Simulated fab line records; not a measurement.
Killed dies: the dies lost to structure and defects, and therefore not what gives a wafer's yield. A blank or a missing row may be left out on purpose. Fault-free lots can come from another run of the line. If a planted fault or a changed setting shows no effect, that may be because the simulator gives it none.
Problem report in the 8D (eight disciplines) form, filled by code    flow n5-finfet    the parts of the form that need people (team, actions taken, sign-off) are left out

1. WHAT WENT WRONG
At N5_MOL_CONTACT_COAG_SPUTTER_130, cathode-dc-power-W averages 3611.5 W over 6 wafers from 2 lots, while fault-free wafers read 3000.0 W, standard deviation 0.57. So: +99 or more standard deviations from the usual mean.
The step: material Co, target thk 47.5 nm.
First observed at day 9 06:03: wafer L450.2, on pvd-sputter-03. The record has a number at this step for 27 wafers belonging to 9 lots. The rule behind "out" and "out of limits": a value lying over 4 standard deviations away from the usual mean. Any other wafer with a number is counted as sound.

2. WHAT THIS IS AND IS NOT
question                     is                      is not
which readings at this step  cathode-dc-power-W      throttle-valve-pct
which lots                   L450, L452              L433, L435, L437, L442, L451, L453, L454
which wafers of those lots   all that have a number  -
read on which tools          pvd-sputter-03          pvd-sputter-01, pvd-sputter-02
when                         from day 9 06:03        up to then (12 sound wafers); but 9 sound wafers of L451, L453, L454 came after

3. THE SUSPECTS, EACH WITH WHAT RULES IT OUT
Counting: a tool stays on the suspect list if, at a process step up to the reading, it processed all lots that are out and no sound lot following the first of them.
- rie-diel-01 at N5_MOL_CONTACT_COAG_ETCH_106 (etches SOC in N2/H2, target depth 80 nm, overetch 16 nm, time 120 s): ruled out as a lasting fault. Following L450 (day 9 01:28), the first lot on it that is out, the sound lots L451 were run on it.
- rie-diel-01 at N5_MOL_CONTACT_COAG_CONTACT_ETCH_14 (etches SiO2 in C4F6/O2, target depth 27.5 nm, overetch 8.5 nm, time 20 s): ruled out as a lasting fault. Following L450 (day 9 01:34), the first lot on it that is out, the sound lots L451 were run on it.
- rie-diel-01 at N5_MOL_CONTACT_COAG_STRIP_98 (strips in N2/H2): ruled out as a lasting fault. Following L450 (day 9 01:43), the first lot on it that is out, the sound lots L451 were run on it.
- pvd-sputter-03 at N5_MOL_CONTACT_COAG_SPUTTER_130 (material Co, target thk 47.5 nm): kept. All lots that are out passed through it, beginning with L450 at day 9 06:03, and no sound lot followed; its final sound lot before that point was L442 at day 7 04:53. On those wafers its own readings are out: cathode-dc-power-W.
The count leaves pvd-sputter-03 at N5_MOL_CONTACT_COAG_SPUTTER_130.

4. THE CAUSE (what the simulator had put in)
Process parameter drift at N5_MOL_CONTACT_COAG_SPUTTER_130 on pvd-sputter-03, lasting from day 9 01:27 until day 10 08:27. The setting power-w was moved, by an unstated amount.
Only this tool survived the counting.

5. THE CHAIN OF EFFECTS, in route order
Each row: a reading whose mean over the struck wafers that have a number lies more than 3 standard deviations from the usual. Readings are gone through only where the record gives a usual standard deviation; hours: the median, over the lots, of the time from a lot's start at the first step in this table giving one to that lot's start at this step; sigmas: the change measured in usual standard deviations.
hours  step                             reading             usual     on struck wafers  change  sigmas
0      N5_MOL_CONTACT_COAG_SPUTTER_130  cathode-dc-power-W  3000.0 W  3611.5            +611.5  +99 or more
Here are the process steps it includes:
- N5_MOL_CONTACT_COAG_SPUTTER_130: material Co, target thk 47.5 nm.
Later measuring or inspecting steps at which every struck wafer that the step has a row for has a number for every such reading, and none has moved that far: N5_BEOL_M4_RC_MEAS_101.

6. WHAT WOULD HAVE CAUGHT IT SOONER
First out-of-limits reading in this record: day 9 06:03, which is 5 hours after fault onset at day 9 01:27.
